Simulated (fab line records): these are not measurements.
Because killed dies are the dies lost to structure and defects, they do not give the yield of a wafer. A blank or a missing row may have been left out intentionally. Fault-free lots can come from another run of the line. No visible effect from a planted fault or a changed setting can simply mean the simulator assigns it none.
Matching of chambers | flow nand_harc | 4 sister chambers for NHARC_P_ZERO_WELL_DESCUM_54 on rie_diel-10
The step chemistry O2, time 3 s. 16 wafers are shown with their chamber, then 8 later ones without.

== WAFERS PAIRED WITH THEIR CHAMBERS ==
wafer  | chamber | drypump_motor_current_A (A) | o2_flow_sccm (sccm) | oes_product_au (a.u.)
L074.1 | 3       | 5.4                         | 199.2               | 1.020
L074.3 | 0       | 6.1                         | 199.5               | 1.011
L074.6 | 1       | 5.6                         | 199.4               | 1.010
L077.3 | 2       | 6.0                         | 200.5               | 0.978
L077.5 | 1       | 5.6                         | 200.3               | 0.995
L077.6 | 2       | 6.0                         | 200.8               | 0.977
L083.1 | 2       | 6.0                         | 199.8               | 0.985
L083.3 | 0       | 6.1                         | 200.4               | 1.003
L083.5 | 2       | 6.0                         | 200.4               | 0.979
L085.3 | 2       | 6.0                         | 200.0               | 0.983
L085.4 | 3       | 5.4                         | 199.3               | 1.008
L085.6 | 2       | 6.0                         | 200.8               | 0.980
L086.2 | 0       | 6.0                         | 200.1               | 1.001
L086.3 | 3       | 5.4                         | 198.4               | 0.985
L086.4 | 1       | 5.6                         | 199.6               | 0.998
L091.3 | 0       | 6.1                         | 199.6               | 0.995

SIGNATURES (means of the wafers above)
reading                 | chamber 0 | chamber 1 | chamber 2 | chamber 3 | scatter within a chamber
drypump_motor_current_A | 6.075     | 5.600     | 6.000     | 5.400     | 0.025
o2_flow_sccm            | 199.900   | 199.767   | 200.383   | 198.967   | 0.44
oes_product_au          | 1.00250   | 1.00100   | 0.98033   | 1.00433   | 0.00884
Rule: a wafer's distance from a chamber is the root of the sum, over the readings, of the square of ((its reading less the chamber's mean) divided by the reading's scatter). If the next closest chamber is less than 2 further off than the closest, the wafer can't be placed; otherwise it belongs to the closest. The scatter: the root of (the sum of the squares of (reading less its chamber's mean) over the shown wafers, divided by (wafers less chambers)).

== WAFERS WITH NO CHAMBER GIVEN ==
wafer  | drypump_motor_current_A (A) | o2_flow_sccm (sccm) | oes_product_au (a.u.)
L091.4 | 5.6                         | 200.5               | 0.996
L091.5 | 5.4                         | 200.1               | 1.009
L092.2 | 6.0                         | 199.8               | 0.986
L092.3 | 5.5                         | 199.6               | 1.009
L092.5 | 6.0                         | 200.2               | 0.994
L096.3 | 5.7                         | 200.1               | 0.995
L096.5 | 6.0                         | 200.0               | 1.003
L096.6 | 5.7                         | 198.9               | 1.001

== CHAMBER TAKEN BY EACH ==
wafer  | from the rows above     | in truth
L091.4 | 1                       | 1
L091.5 | 3                       | 3
L092.2 | 2                       | 2
L092.3 | can't be placed: 1 or 3 | 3
L092.5 | can't be placed: 2 or 0 | 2
L096.3 | 1                       | 1
L096.5 | can't be placed: 2 or 0 | 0
L096.6 | 1                       | 1
5 of 8 placed correctly. Can't be placed from these rows: 3 (the true chamber is among the candidates in 3). Placed wrongly: 0.
